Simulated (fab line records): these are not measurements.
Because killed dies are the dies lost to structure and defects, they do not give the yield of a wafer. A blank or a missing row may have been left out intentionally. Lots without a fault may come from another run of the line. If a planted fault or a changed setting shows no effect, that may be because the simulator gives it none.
One fault through the eyes of 2 desks	flow nand-harc	every desk sees just its own numbers, and what lay behind them comes last

## AT THE TOOL OWNER'S DESK: cmp-02
The tool's own readings at NHARC_A_BLC_CMP_25 (polishes, t overpolish 30 s, target thk 150 nm): means of the sampled wafers that have a number, for each lot that ran on this tool. If a lot's mean is further than 4 standard deviations from the usual mean, the lot is out of limits and carries the mark OUT (the distance appears in the brackets).
Columns: A = motor-current-A at NHARC_A_BLC_CMP_25, usual 11.5 A; B = overpolish-run-s at NHARC_A_BLC_CMP_25, usual 30.000 s; C = time-to-endpoint-s at NHARC_A_BLC_CMP_25, usual 30 s
lot	first seen here	A	B	C
L575	day 18 15:05	10.0	29.995	32
L578	day 19 08:23	10.8	30.003	33
L585	day 20 23:03	10.5	15.935 (-99 or more) OUT	62 (+9.4) OUT
L584	day 21 11:49	10.4	24.062 (-99 or more) OUT	45 (+4.4) OUT
This desk's verdict: out of limits on L584, L585, starting with L585 at day 20 23:03 (overpolish-run-s at NHARC_A_BLC_CMP_25). In limits: L575, L578.

## THE DEFECT DESK
Lot by lot, what the route's inspections counted, given as the mean of those sampled wafers with a number. If a lot's mean is further than 4 standard deviations from the usual mean, the lot is out of limits and carries the mark OUT (the distance appears in the brackets).
Columns: A = raw-defect-count at NHARC_A_BLC_INSPECT_12, usual 29
lot	first seen here	A
L570	day 16 21:10	31
L569	day 16 22:13	20
L571	day 17 18:47	23
L574	day 18 02:12	7
L575	day 18 10:44	19
L578	day 19 00:19	26
L577	day 19 14:26	18
L579	day 19 15:17	42
L581	day 20 12:08	14
L585	day 20 20:23	35
L584	day 21 05:04	38
L587	day 21 23:23	24
L591	day 22 19:56	20
L592	day 23 14:11	54
This desk's finding: nothing out of limits on any of the 14 lots.

## ALL TOGETHER
The tool owner's desk could have raised an alarm at day 20 23:03, on L584, L585.
Nothing out of limits was seen by the defect desk.
The defect desk has L584, L585 on record, within its limits.
NHARC_A_BLC_CMP_25 was run on cmp-02 by each of the lots named.

## WHAT HAD BEEN PUT IN BY THE SIMULATOR
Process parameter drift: cmp-02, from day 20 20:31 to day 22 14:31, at NHARC_A_BLC_CMP_25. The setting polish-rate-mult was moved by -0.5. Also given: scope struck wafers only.
Shown lots that were struck: L584, L585.
Time in hours from fault onset to the first out-of-limits reading at each desk: the tool owner's desk, 3.
